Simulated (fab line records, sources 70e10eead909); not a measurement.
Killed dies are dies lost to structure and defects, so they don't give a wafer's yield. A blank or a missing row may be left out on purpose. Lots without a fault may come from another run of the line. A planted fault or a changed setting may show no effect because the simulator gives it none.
Problem report in the 8D (eight disciplines) form, filled by code | flow nand_harc | the parts of the form that need people (team, actions taken, sign-off) are left out

1. THE PROBLEM
thk_nm at NHARC_A_ONON_D2_THK_MEAS_30 reads a mean of 1198 nm on 6 wafers of 2 lots; wafers without a fault read 1000 nm with a standard deviation of 11. That is +18 standard deviations from the usual mean.
The step: measures by ellipsometry.
First seen on wafer L310.1, day 19 05:31, on film_metro-02. The record holds 42 wafers of 14 lots with a number at this step. Rule for "out", or "out of limits": more than 4 standard deviations from the usual mean. The other wafers with a number count as sound.

2. WHAT IT IS AND WHAT IT IS NOT
question                    | is                           | is not
which readings at this step | thk_nm                       | -
which lots                  | L310, L312                   | L296, L297, L299, L300, L302, L303, L304, L305, L306, L308, L317, L319
which wafers of those lots  | all that have a number       | -
read on which gauges        | film_metro-01, film_metro-02 | -
when                        | from day 19 05:31            | up to then (30 sound wafers); but 6 sound wafers of L317, L319 came after

3. SUSPECTS, AND WHAT RULES EACH OUT
Counting: a tool at a process step up to the reading stays a suspect if it ran every lot that is out and no sound lot after the first of them.
- the gauge at NHARC_A_ONON_D2_THK_MEAS_30: ruled out. The wafers that are out were read on 2 gauges (film_metro-01, film_metro-02).
- pecvd_onon-01 at NHARC_A_ONON_D2_DEP_28 (target thk 1000 nm): kept. It ran every lot that is out, first L310 (day 19 05:01), and no sound lot after that; its last sound lot up to then is L308 (day 18 14:26).
Left after counting: pecvd_onon-01 at NHARC_A_ONON_D2_DEP_28.

4. THE CAUSE (what the simulator had put in)
Process parameter drift: pecvd_onon-01, from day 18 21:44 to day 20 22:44, at NHARC_A_ONON_D2_DEP_28. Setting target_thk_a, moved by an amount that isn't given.
Counting left only this tool.

5. THE CHAIN OF EFFECTS, in route order
Each row: a reading whose mean over the struck wafers that have a number lies more than 3 standard deviations from the usual. Only readings for which the record gives a usual standard deviation are gone through. hours: the time from each lot's start at the first step in this table that gives one to its start at this step, as a median over the lots. sigmas: the change in usual standard deviations.
hours | step                        | reading         | usual   | on struck wafers | change | sigmas
0     | NHARC_A_ONON_D2_THK_MEAS_30 | thk_nm          | 1000 nm | 1198             | +198   | +18
262   | NHARC_END_SORT_01           | killed_at_array | 55      | 670              | +615   | +36
262   | NHARC_END_SORT_01           | killed_dies     | 60      | 677              | +617   | +34

6. WHAT WOULD HAVE CAUGHT IT SOONER
In this record the first reading out of limits at a measuring or inspecting step was taken at day 19 05:31, 8 hours after the fault began at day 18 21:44.
Of the lots that are out (2), L312 began NHARC_A_ONON_D2_DEP_28 on pecvd_onon-01 after day 19 05:31. A hold on the tool at that time would have spared it.
